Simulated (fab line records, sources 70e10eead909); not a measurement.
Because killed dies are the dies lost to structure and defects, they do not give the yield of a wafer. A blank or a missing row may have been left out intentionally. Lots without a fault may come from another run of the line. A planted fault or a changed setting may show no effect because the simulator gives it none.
fab line records	flow nand-harc
record lots=9	wafers=27	last-day=34
route steps=1302 shown A_CHANNEL_HOLE_D2@592 A_CHANNEL_FILL_D2@612 END@1301
lots that met no fault: taken from a fault-free run of the same line
start-h: start of the lot's first displayed wafer, in hours after the record's first day	wait-h: hours since the lot's step before	" the same as in the row above	L1.1+2: a single row standing in for several wafers	- no value present, or no start provided	* or withheld: withheld	< > ~ a bound
route shown NAME@n: a module of which the file shows steps, and the number in the route of the first	usual: average and standard deviation across the fault-free wafers	same: alike in all rows	chamber/n: place in a boat	sites: readings site by site	_std_site: the values' standard deviation	_edge_site: mean of outer sites minus mean of inner sites	radius-mm: for every site, how far away it sits from the centre of the wafer	mask NAME#n: copy n	behind: the last tool/chamber to shape the wafer	hold: reason for holding the lot/hours on hold/outcome of the hold	device: names the non-switching transistor (n, p or np)	end of line: the same wafers' tests at the end of the route	where a step has no rows: the recipe by itself	killed: dies that structure and defects cost at the first sort, which is not the same as the wafer's yield	map: dies across one wafer; x = killed, . = not, _ = none there
set.NAME: the setting that was run; set.NAME@STEP: the one run at that earlier step	model.NAME: the simulator's own value behind a step, which no gauge read
one table for each step of the route and one row for each wafer, over a sample of lots
services: a tool's chamber out of use, with start hour (start-h, from the record's first day; less than 0 if before it), hours out, and reason
## steps
# step NHARC_A_CHANNEL_HOLE_D2_ETCH_20
# recipe bias-v=3000	source-w=withheld	pressure-mtorr=20	time-s=361.9	ar-flow-sccm=375	c4f8-flow-sccm=89.3	o2-flow-sccm=35.7	temp-c=-20	target-depth-a=16000	chemistry=C4F8/O2/Ar
# usual c4f8-flow-sccm=89.30/0.28	drypump-motor-current-A=6.2/0.44	showerhead-plenum-p-Torr=3.62/0.15	throttle-valve-pct=32.156/0.0084
lot.wafer	tool	chamber	start-h	wait-h	c4f8-flow-sccm	drypump-motor-current-A	rf-hours-counter-h	showerhead-plenum-p-Torr	throttle-valve-pct
L121.3	har-etch-01	0	359.43	0.2	89.75	6.1	-	3.51	32.167
L121.4	"	1	"	"	89.37	5.7	-	3.67	32.162
L121.5	"	1	"	"	89.35	5.7	-	3.67	32.151
L122.2	har-etch-01	1	387.35	0.1	89.12	5.7	209	3.66	32.162
L122.6	"	0	"	"	89.14	6.1	-	3.50	32.168
L122.5	"	1	"	"	88.82	5.7	-	3.66	32.165
L123.2	har-etch-01	1	395.60	0.1	89.09	5.7	217	3.66	32.152
L123.1	"	0	"	"	89.23	6.1	217	3.50	32.149
L123.6	"	1	"	"	89.28	5.6	-	3.66	32.148
L124.1	har-etch-01	1	399.75	0.1	89.79	5.7	221	3.66	32.153
L124.2	"	0	"	"	89.32	6.1	221	3.50	32.143
L124.6	"	1	"	"	89.51	5.7	-	3.66	32.163
L133.1	har-etch-02	0	475.21	0.1	89.17	6.7	57	3.90	32.163
L133.3	"	0	"	"	89.11	6.8	-	3.90	32.167
L133.6	"	1	"	"	88.85	5.9	-	3.62	32.162
L135.1	har-etch-01	1	513.56	0.1	88.66	5.7	282	3.62	32.154
L135.2	"	0	"	"	89.40	6.1	282	3.47	32.138
L135.4	"	1	"	"	89.01	5.7	-	3.62	32.164
L136.1	har-etch-02	0	514.19	0.1	89.86	6.7	76	3.89	32.153
L136.3	"	1	"	"	89.52	5.9	-	3.61	32.150
L136.5	"	1	"	"	89.56	5.9	-	3.61	32.154
L138.1	har-etch-01	0	530.04	0.1	89.39	6.1	290	3.46	32.162
L138.4	"	0	"	"	89.09	6.1	-	3.46	32.156
L138.5	"	0	"	"	89.57	6.1	-	3.46	32.153
L137.2	har-etch-02	0	532.11	0.1	89.49	6.8	84	3.89	32.166
L137.5	"	0	"	"	89.50	6.8	-	3.88	32.161
L137.6	"	1	"	"	89.48	5.9	-	3.61	32.151
# step NHARC_A_CHANNEL_HOLE_D2_ETCH_21
# recipe bias-v=3000	source-w=withheld	pressure-mtorr=20	time-s=514.3	ar-flow-sccm=375	c4f8-flow-sccm=89.3	o2-flow-sccm=35.7	temp-c=-20	target-depth-a=16000	chemistry=C4F8/O2/Ar
# usual c4f8-flow-sccm=89.28/0.24	drypump-motor-current-A=6.2/0.44	showerhead-plenum-p-Torr=3.62/0.15	throttle-valve-pct=32.154/0.0095
lot.wafer	tool	chamber	start-h	wait-h	c4f8-flow-sccm	drypump-motor-current-A	rf-hours-counter-h	showerhead-plenum-p-Torr	throttle-valve-pct
L121.3	har-etch-01	0	359.78	0.3	89.46	6.1	-	3.51	32.159
L121.4	"	1	"	"	89.00	5.7	-	3.67	32.153
L121.5	"	1	"	"	88.89	5.7	-	3.67	32.156
L122.2	har-etch-01	1	387.69	0.3	89.50	5.7	210	3.66	32.157
L122.6	"	0	"	"	89.70	6.1	-	3.50	32.177
L122.5	"	1	"	"	89.82	5.7	-	3.66	32.162
L123.2	har-etch-01	1	395.92	0.3	89.21	5.7	218	3.66	32.141
L123.1	"	0	"	"	89.21	6.1	218	3.50	32.154
L123.6	"	1	"	"	88.98	5.6	-	3.66	32.150
L124.1	har-etch-01	1	400.07	0.3	89.40	5.7	221	3.66	32.148
L124.2	"	0	"	"	89.05	6.1	221	3.50	32.153
L124.6	"	1	"	"	89.56	5.7	-	3.66	32.154
L133.1	har-etch-02	0	475.51	0.3	89.18	6.8	57	3.90	32.142
L133.3	"	0	"	"	89.12	6.8	-	3.90	32.176
L133.6	"	1	"	"	89.31	5.9	-	3.62	32.147
L135.1	har-etch-01	1	513.87	0.3	89.34	5.7	283	3.62	32.177
L135.2	"	0	"	"	89.64	6.1	283	3.47	32.155
L135.4	"	1	"	"	89.61	5.7	-	3.62	32.152
L136.1	har-etch-02	0	514.53	0.3	88.82	6.8	77	3.89	32.147
L136.3	"	1	"	"	88.93	5.9	-	3.61	32.162
L136.5	"	1	"	"	88.90	5.9	-	3.61	32.146
L138.1	har-etch-01	0	530.36	0.3	89.38	6.1	290	3.46	32.147
L138.4	"	0	"	"	89.34	6.1	-	3.46	32.146
L138.5	"	0	"	"	89.50	6.1	-	3.46	32.155
L137.2	har-etch-02	0	532.42	0.3	89.14	6.8	84	3.88	32.160
L137.5	"	0	"	"	89.49	6.8	-	3.88	32.162
L137.6	"	1	"	"	89.41	6.0	-	3.61	32.159
# step NHARC_A_CHANNEL_HOLE_D2_XSEM_32
# recipe landing-energy-ev=35000
# usual bot-cd-nm=75.0/1.2	bow-nm=8.56/0.24	tilt-deg=0.07/0.031
lot.wafer	tool	chamber	start-h	wait-h	bot-cd-nm	bow-nm	tilt-deg
L121.3	xsem-02	0	364.82	0.1	75.0	8.43	0.05
L121.4	"	0	"	"	74.6	8.40	0.06
L121.5	"	0	"	"	75.4	8.39	0.06
L122.2	xsem-01	0	392.91	0.1	76.2	8.44	0.01
L122.5	"	0	"	"	78.0	8.44	0.01
L122.6	"	0	"	"	77.0	8.42	0.01
L123.1	xsem-01	0	401.24	0.1	75.2	23.62	0.08
L123.2	"	0	"	"	75.8	8.74	0.08
L123.6	"	0	"	"	75.3	8.75	0.08
L124.1	xsem-01	0	405.26	0.1	73.9	8.64	0.04
L124.2	"	0	"	"	73.9	24.00	0.04
L124.6	"	0	"	"	73.4	8.58	0.04
L133.1	xsem-01	0	480.70	0.1	77.0	8.71	0.07
L133.3	"	0	"	"	75.8	8.75	0.07
L133.6	"	0	"	"	75.7	8.67	0.07
L135.1	xsem-02	0	519.08	0.1	75.4	9.07	0.06
L135.2	"	0	"	"	75.3	9.08	0.06
L135.4	"	0	"	"	72.9	9.08	0.06
L136.1	xsem-01	0	519.65	0.1	75.0	8.37	0.05
L136.3	"	0	"	"	74.7	8.43	0.05
L136.5	"	0	"	"	74.9	8.37	0.05
L138.1	xsem-01	0	535.54	0.1	75.6	8.40	0.06
L138.4	"	0	"	"	75.5	8.36	0.06
L138.5	"	0	"	"	75.3	8.37	0.06
L137.2	xsem-02	0	537.64	0.1	75.2	8.29	0.09
L137.5	"	0	"	"	74.9	8.35	0.09
L137.6	"	0	"	"	74.1	8.37	0.09
# step NHARC_A_CHANNEL_FILL_D2_ALD_02
# recipe target-thk-a=60	pulse-time-s=10	ald-cycles=60	temp-c=300	material=SiO2
# usual heater-power-outer-w=272/22	heater-power-w=488/34	precursor-pulse-height-rel=0.997/0.018
lot.wafer	tool	chamber	start-h	wait-h	heater-power-outer-w	heater-power-w	precursor-pulse-height-rel
L121.3	ald-hk-01	2	365.10	-	272	464	1.006
L121.4	"	0	"	"	249	444	0.987
L121.5	"	3	"	"	285	519	1.014
L122.2	ald-hk-04	1	393.49	-	306	547	1.002
L122.5	"	3	"	"	295	505	1.002
L122.6	"	0	"	"	263	490	0.995
L123.1	ald-hk-03	2	401.61	-	237	442	0.970
L123.2	"	3	"	"	259	503	1.001
L123.6	"	1	"	"	256	441	0.975
L124.1	ald-hk-04	0	406.42	-	258	481	1.048
L124.2	"	1	"	"	308	567	0.963
L124.6	"	0	"	"	259	498	1.011
L133.1	ald-hk-03	0	482.03	-	247	478	0.962
L133.3	"	3	"	"	265	510	1.010
L133.6	"	0	"	"	250	479	0.978
L135.2	ald-hk-03	2	519.37	-	234	456	1.010
L135.1	"	3	"	"	256	511	1.007
L135.4	"	0	"	"	251	477	1.006
L136.1	ald-hk-03	1	519.94	-	269	443	0.989
L136.3	"	2	"	"	237	446	0.989
L136.5	"	2	"	"	230	446	1.024
L138.1	ald-hk-04	0	535.91	-	272	521	0.967
L138.4	"	2	"	"	273	495	1.016
L138.5	"	0	"	"	270	530	1.001
L137.2	ald-hk-04	3	538.08	-	305	519	1.003
L137.6	"	1	"	"	302	557	0.989
L137.5	"	2	"	"	274	490	1.049
# step NHARC_A_CHANNEL_FILL_D2_ALD_15
# recipe target-thk-a=20	pulse-time-s=60	ald-cycles=19	temp-c=630	pressure-torr=2	material=SiNx
# usual precursor-pulse-height-rel=1.001/0.019
lot.wafer	tool	chamber	start-h	wait-h	precursor-pulse-height-rel
L121.3	ald-sin-batch-03	0	-	-	0.966
L121.4	"	0	"	"	1.011
L121.5	"	0	"	"	0.987
L122.2	ald-sin-batch-03	0	-	-	0.983
L122.5	"	0	"	"	1.002
L122.6	"	0	"	"	1.022
L123.1	ald-sin-batch-03	0	-	-	1.001
L123.2	"	0	"	"	0.991
L123.6	"	0	"	"	1.021
L124.1	ald-sin-batch-02	0	416.56	3.0	0.994
L124.2	"	0	"	"	1.001
L124.6	"	0	"	"	1.003
L133.1	ald-sin-batch-03	0	-	-	0.996
L133.3	"	0	"	"	0.986
L133.6	"	0	"	"	1.055
L135.1	ald-sin-batch-03	0	-	-	0.998
L135.2	"	0	"	"	0.990
L135.4	"	0	"	"	0.994
L136.1	ald-sin-batch-03	0	-	-	0.976
L136.3	"	0	"	"	1.000
L136.5	"	0	"	"	0.970
L137.2	ald-sin-batch-03	0	545.95	2.8	0.968
L137.5	"	0	"	"	0.995
L137.6	"	0	"	"	1.012
L138.1	ald-sin-batch-03	0	-	-	0.986
L138.4	"	0	"	"	1.009
L138.5	"	0	"	"	0.990
# step NHARC_END_WLT_00
# usual VT_DECK1_BOTTOM=0.868/0.0072	VT_DECK1_BOTTOM_INNER=0.868/0.0079	VT_DECK1_MEDIAN_NEAR_BOTTOM=0.869/0.008	VT_DECK1_MEDIAN_NEAR_BOTTOM_INNER=0.868/0.0077	VT_DECK1_MIDDLE=0.881/0.0078	VT_DECK1_MIDDLE_INNER=0.881/0.0077	VT_DECK1_TOP=0.892/0.0079	VT_DECK1_TOP_INNER=0.892/0.0077	VT_DECK2_BOTTOM=0.868/0.0074	VT_DECK2_BOTTOM_INNER=0.868/0.0075	VT_DECK2_MEDIAN_NEAR_BOTTOM=0.869/0.0075	VT_DECK2_MEDIAN_NEAR_BOTTOM_INNER=0.869/0.0076	VT_DECK2_MIDDLE=0.881/0.0069	VT_DECK2_MIDDLE_INNER=0.881/0.0068	VT_DECK2_TOP=0.892/0.0069	VT_DECK2_TOP_INNER=0.893/0.0077
lot.wafer	tool	chamber	start-h	wait-h	VT_DECK1_BOTTOM	VT_DECK1_BOTTOM_INNER	VT_DECK1_MEDIAN_NEAR_BOTTOM	VT_DECK1_MEDIAN_NEAR_BOTTOM_INNER	VT_DECK1_MIDDLE	VT_DECK1_MIDDLE_INNER	VT_DECK1_TOP	VT_DECK1_TOP_INNER	VT_DECK2_BOTTOM	VT_DECK2_BOTTOM_INNER	VT_DECK2_MEDIAN_NEAR_BOTTOM	VT_DECK2_MEDIAN_NEAR_BOTTOM_INNER	VT_DECK2_MIDDLE	VT_DECK2_MIDDLE_INNER	VT_DECK2_TOP	VT_DECK2_TOP_INNER
L121.3	prober-02	-	624.74	1.1	0.879	0.873	0.869	0.868	0.879	0.877	0.894	0.893	0.862	0.858	0.850	0.860	0.878	0.874	0.890	0.882
L121.4	"	-	"	"	0.873	0.864	0.871	0.874	0.881	0.883	0.895	0.896	0.862	0.857	0.863	0.859	0.877	0.875	0.894	0.887
L121.5	"	-	"	"	0.870	0.870	0.869	0.861	0.891	0.889	0.893	0.881	0.868	0.869	0.868	0.869	0.874	0.883	0.886	0.889
L123.1	prober-01	-	660.62	0.0	0.871	0.865	0.861	0.863	0.887	0.887	0.897	0.901	0.878	0.879	0.903	0.907	0.886	0.887	0.906	0.900
L123.2	"	-	"	"	0.870	0.871	0.887	0.874	0.885	0.879	0.899	0.893	0.872	0.880	0.877	0.871	0.888	0.896	0.905	0.902
L123.6	"	-	663.13	2.6	0.870	0.866	0.868	0.871	0.891	0.886	0.898	0.894	0.872	0.876	0.874	0.867	0.880	0.889	0.899	0.901
L122.2	prober-02	-	661.12	0.5	0.865	0.866	0.860	0.855	0.871	0.881	0.882	0.885	0.870	0.871	0.875	0.880	0.892	0.874	0.887	0.896
L122.5	"	-	662.60	2.0	0.859	0.858	0.860	0.859	0.868	0.877	0.888	0.894	0.872	0.885	0.885	0.883	0.886	0.884	0.895	0.899
L122.6	"	-	"	"	0.865	0.852	0.861	0.863	0.877	0.875	0.888	0.882	0.880	0.879	0.882	0.875	0.886	0.882	0.900	0.897
L124.1	prober-01	-	668.47	7.9	0.869	0.871	0.884	0.866	0.883	0.887	0.892	0.896	0.859	0.865	0.857	0.863	0.872	0.874	0.875	0.887
L124.2	"	-	"	"	0.876	0.872	0.876	0.866	0.889	0.887	0.890	0.888	0.860	0.860	0.892	0.886	0.875	0.863	0.877	0.877
L124.6	"	-	671.00	10.4	0.873	0.866	0.885	0.875	0.881	0.886	0.891	0.899	0.861	0.866	0.861	0.857	0.865	0.867	0.876	0.879
L133.1	prober-01	-	748.38	0.0	0.875	0.876	0.881	0.873	0.890	0.889	0.902	0.897	0.881	0.872	0.870	0.878	0.887	0.886	0.891	0.897
L133.3	"	-	749.40	1.1	0.871	0.879	0.872	0.875	0.882	0.888	0.898	0.897	0.877	0.874	0.872	0.875	0.881	0.884	0.896	0.890
L133.6	"	-	750.92	2.6	0.885	0.877	0.873	0.885	0.888	0.888	0.893	0.898	0.872	0.860	0.877	0.879	0.883	0.886	0.889	0.898
L135.1	prober-01	-	780.72	0.0	0.869	0.863	0.862	0.868	0.881	0.878	0.882	0.889	0.864	0.852	0.861	0.866	0.870	0.870	0.877	0.885
L135.2	"	-	"	"	0.864	0.865	0.872	0.872	0.876	0.880	0.887	0.885	0.863	0.866	0.860	0.865	0.871	0.881	0.884	0.879
L135.4	"	-	"	"	0.862	0.870	0.869	0.865	0.883	0.880	0.886	0.885	0.856	0.857	0.855	0.851	0.873	0.867	0.880	0.881
L136.1	prober-01	-	788.44	7.8	0.868	0.870	0.874	0.869	0.876	0.879	0.889	0.890	0.866	0.865	0.865	0.869	0.890	0.886	0.900	0.896
L136.3	"	-	789.45	8.8	0.868	0.864	0.865	0.868	0.876	0.873	0.890	0.894	0.869	0.874	0.868	0.871	0.876	0.886	0.898	0.897
L136.5	"	-	790.46	9.8	0.863	0.859	0.869	0.859	0.887	0.878	0.893	0.886	0.861	0.877	0.868	0.870	0.894	0.886	0.891	0.898
L138.1	prober-01	-	801.96	0.0	0.868	0.869	0.875	0.862	0.886	0.874	0.888	0.889	0.866	0.870	0.872	0.867	0.884	0.883	0.893	0.897
L138.4	"	-	803.50	1.6	0.864	0.873	0.863	0.878	0.887	0.884	0.890	0.897	0.874	0.874	0.875	0.875	0.892	0.882	0.899	0.891
L138.5	"	-	"	"	0.856	0.875	0.872	0.872	0.882	0.873	0.892	0.893	0.870	0.867	0.868	0.865	0.883	0.885	0.896	0.897
L137.2	prober-02	-	802.48	0.6	0.863	0.870	0.871	0.872	0.884	0.880	0.896	0.898	0.872	0.870	0.872	0.865	0.881	0.887	0.891	0.896
L137.5	"	-	803.97	2.1	0.868	0.866	0.869	0.867	0.877	0.887	0.883	0.891	0.867	0.872	0.871	0.877	0.879	0.881	0.897	0.900
L137.6	"	-	"	"	0.858	0.868	0.873	0.869	0.881	0.874	0.895	0.892	0.875	0.864	0.871	0.877	0.883	0.885	0.891	0.899
## services
tool	chamber	start-h	hours	kind
xsem-01	-	374.00	14.0	pm
har-etch-02	-	378.82	17.0	pm
har-etch-02	0	378.82	17.0	vent-cycle
har-etch-02	1	378.82	17.0	vent-cycle
ald-hk-03	2	390.85	10.0	vent-cycle
ald-hk-03	3	390.85	10.0	vent-cycle
har-etch-02	0	395.82	-	clean
har-etch-02	0	395.82	-	consumable-replace:esc
har-etch-02	0	395.82	-	consumable-replace:focus-ring
har-etch-02	0	395.82	-	consumable-replace:showerhead
har-etch-02	1	395.82	-	clean
ald-hk-03	0	400.85	-	clean
ald-hk-03	1	400.85	-	clean
ald-hk-03	2	400.85	-	clean
ald-hk-03	3	400.85	-	clean
ald-hk-04	-	434.30	10.0	pm
ald-hk-04	0	434.30	10.0	vent-cycle
ald-hk-04	1	434.30	10.0	vent-cycle
ald-hk-04	2	434.30	10.0	vent-cycle
ald-hk-04	3	434.30	10.0	vent-cycle
ald-hk-04	0	444.30	-	clean
ald-sin-batch-03	-	455.96	8.8	repair
ald-hk-03	-	464.29	0.4	repair
ald-hk-01	-	476.83	10.0	pm
## key
first-sign step=NHARC_A_CHANNEL_HOLE_D2_XSEM_32	reading=bow-nm	direction=up	sigmas=63	usual=8.56	struck=23.81
effect step=NHARC_END_WLT_00	reading=VT_DECK2_MEDIAN_NEAR_BOTTOM	direction=up	sigmas=3.8	usual=0.869	struck=0.897
met-at NHARC_A_CHANNEL_HOLE_D2_ETCH_20
struck-lots L123,L124
struck-wafers L123.1,L124.2
tester-left-out L123,L124
not-acting-at NHARC_A_CHANNEL_HOLE_D2_ETCH_21,NHARC_A_CHANNEL_FILL_D2_ALD_02,NHARC_A_CHANNEL_FILL_D2_ALD_15
onset-between 387.35 395.60
fault kind=process-parameter-drift	tool=har-etch-01	chamber=0	onset-h=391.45	steps=NHARC_A_CHANNEL_HOLE_D2_ETCH_20	channel=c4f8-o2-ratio	offset=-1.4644	shape=step	end-h=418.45	acts-in=these-recipes-only	stated=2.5
# tester-left-out: of these lots the tester's yield and bins aren't shown, on N5 and GAA mostly nor the transistor test; their killed dies are dies lost to structure and defects alone, not to doping, threshold or leakage, so they don't give the yield
